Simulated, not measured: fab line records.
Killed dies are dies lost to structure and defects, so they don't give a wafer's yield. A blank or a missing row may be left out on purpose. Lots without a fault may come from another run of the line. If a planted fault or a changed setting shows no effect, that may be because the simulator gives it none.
Struck lot and sound lot, side by side / flow n5Finfet / 22 out of 1938 route steps
Sound: wafers L824.1, L824.2, L824.6. Wafers struck: L837.3, L837.4, L837.6. The cause comes at the end.
For every step that has rows: the tool of each side, followed by ch and its chambers, followed by its first start. Under that, the readings that differ: sound wafers / struck wafers / difference of the means / sigmas: that difference in standard deviations of wafers without a fault.
alike: words and numbers the same on both sides, and readings whose means are apart by under 2 such deviations; not compared: readings that were withheld, readings missing a value for some wafer, numbers with overlapping values and no deviation given by the record, and bounds like >300 which may hide the same value.
Wherever a step has rows on one side only, a row that says differs or no value, or a row with sigmas, the two part there. Numbers that don't overlap but have no deviation are shown without sigmas and don't part them. A reading that every wafer of one side lacks parts them only if that side has two wafers or more.

first, 1 step without rows for these wafers: N5_ZERO_LAYER_HARDBAKE_23 (time 120 s).
N5_ZERO_LAYER_CD_MEAS_11: target cd 2000 nm.
  sound on cdSem-01 ch 0, day 1 12:38; struck on cdSem-02 ch 0, day 4 18:38
  alike: cdNm
N5_ZERO_LAYER_DESCUM_16: chemistry O2, time 7.9 s.
  sound on rieDiel-01 ch 0,3, day 1 12:41; struck on rieDiel-04 ch 0,3, day 4 18:41
  alike: drypumpMotorCurrentA, oesProductAu, rfVppV, showerheadPlenumPTorr, throttleValvePct
  not compared: rfHoursCounterH
N5_ZERO_LAYER_ETCH_17: etches SiO2 in CF4, target depth 12 nm, time 13.3 s.
  sound on rieDiel-01 ch 0,3, day 1 12:43; struck on rieDiel-04 ch 0,3, day 4 18:43
  alike: drypumpMotorCurrentA, oesProductAu, rfVppV, showerheadPlenumPTorr, throttleValvePct
  not compared: rfHoursCounterH
N5_ZERO_LAYER_ETCH_18: etches Si in HBr/Cl2, target depth 120 nm, time 40 s.
  sound on rieSi-01 ch 0,1,2, day 1 12:47; struck on rieSi-06 ch 0,1,3, day 4 18:47
  alike: drypumpMotorCurrentA, oesProductAu, throttleValvePct
  not compared: rfHoursCounterH
N5_ZERO_LAYER_STRIP_24: strips in O2.
  sound on plasmaAsher-01 ch 0,1, day 1 12:53; struck on plasmaAsher-01 ch 0,1, day 4 18:55
  alike: drypumpMotorCurrentA, heaterPowerW, oesProductAu, stripTimeToEndpointS
  not compared: rfHoursCounterH
then, 1 step without rows for these wafers: N5_ZERO_LAYER_STRIP_19 (strips in SPM, time 900 s).
N5_ZERO_LAYER_INSPECT_20: inspects for defects (darkfield).
  sound: defectInspect-02 at day 1 13:15; struck: defectInspect-02 at day 4 19:15
  alike: rawDefectCount
then, 4 steps without rows for these wafers: N5_WELL_APT_HMDS_01 (time 60 s); N5_WELL_APT_COAT_02 (resist thk 950 nm); N5_WELL_APT_EBR_04; N5_WELL_APT_SOFTBAKE_03 (time 60 s).
N5_WELL_APT_EXPOSE_05: exposes mask NWELL, defocus 0 nm, target cd 200 nm.
  sound on krfScanner-02 ch 0, day 1 13:23; struck on krfScanner-02 ch 0, day 4 19:31
reading=exposureDoseMJCm2; sound=20.291 20.296 20.270; struck=20.964 20.993 20.980; difference=+0.693; sigmas=+35
  alike: mask, stageVelMmS
then, 3 steps without rows for these wafers: N5_WELL_APT_PEB_06 (peb time 90 s); N5_WELL_APT_DEVELOP_07 (develop time 45 s); N5_WELL_APT_HARDBAKE_12 (time 120 s).
N5_WELL_APT_CD_MEAS_08: target cd 200 nm.
  sound on cdSem-03 ch 0, day 1 13:34; struck on cdSem-01 ch 0, day 4 19:41
reading=cdNm (nm); sound=201.1 200.1 199.9; struck=204.7 203.2 204.2; difference=+3.7; sigmas=+3
N5_WELL_APT_OVL_MEAS_09:
  sound on overlay-02 ch 0, day 1 13:35; struck on overlay-01 ch 0, day 4 19:43
  alike: NWELL_OVL
N5_WELL_APT_INSPECT_10: inspects for defects (macro).
  sound: defectInspect-02 at day 1 13:37; struck: defectInspect-02 at day 4 19:44
  alike: rawDefectCount
N5_WELL_APT_DESCUM_13: chemistry O2, time 7.9 s.
  sound on rieDiel-06 ch 0,1,3, day 1 13:38; struck on rieDiel-06 ch 0,2,3, day 4 19:46
reading=model.WELL_APT.cdNm (nm); sound=201.1 200.4 199.5; struck=204.7 203.2 204.4; difference=+3.8; sigmas=
  alike: drypumpMotorCurrentA, oesProductAu, rfVppV, showerheadPlenumPTorr, throttleValvePct
  not compared: rfHoursCounterH
following that, these wafers have no rows for 1 step: N5_WELL_APT_IMPLANT_14.
-- here the record skips 8 days between the struck wafers' starts before and after, leaving off in module WELL_APT and picking up in module BEOL_M4 (first step shown: number 1111 of the route) --
N5_BEOL_M4_RC_MEAS_101:
  sound on prober-02 ch 0, day 8 00:32; struck on prober-02 ch 0, day 12 11:06
  alike: DIBL_N, DIBL_P, IOFF_N, IOFF_P, ION_N, ION_P, SS_N, SS_P, VT_N, VT_P

== WHERE THEY PART ==
At N5_WELL_APT_EXPOSE_05 first; at N5_WELL_APT_CD_MEAS_08 last (within this record only). Later steps at which nothing parts them and some readings are alike: N5_WELL_APT_OVL_MEAS_09, N5_WELL_APT_INSPECT_10, N5_WELL_APT_DESCUM_13, N5_BEOL_M4_RC_MEAS_101.

WHY: what the simulator had put in
Drift in process parameters on krfScanner-02 at N5_WELL_APT_EXPOSE_05, starting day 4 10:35. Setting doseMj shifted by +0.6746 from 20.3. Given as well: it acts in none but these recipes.
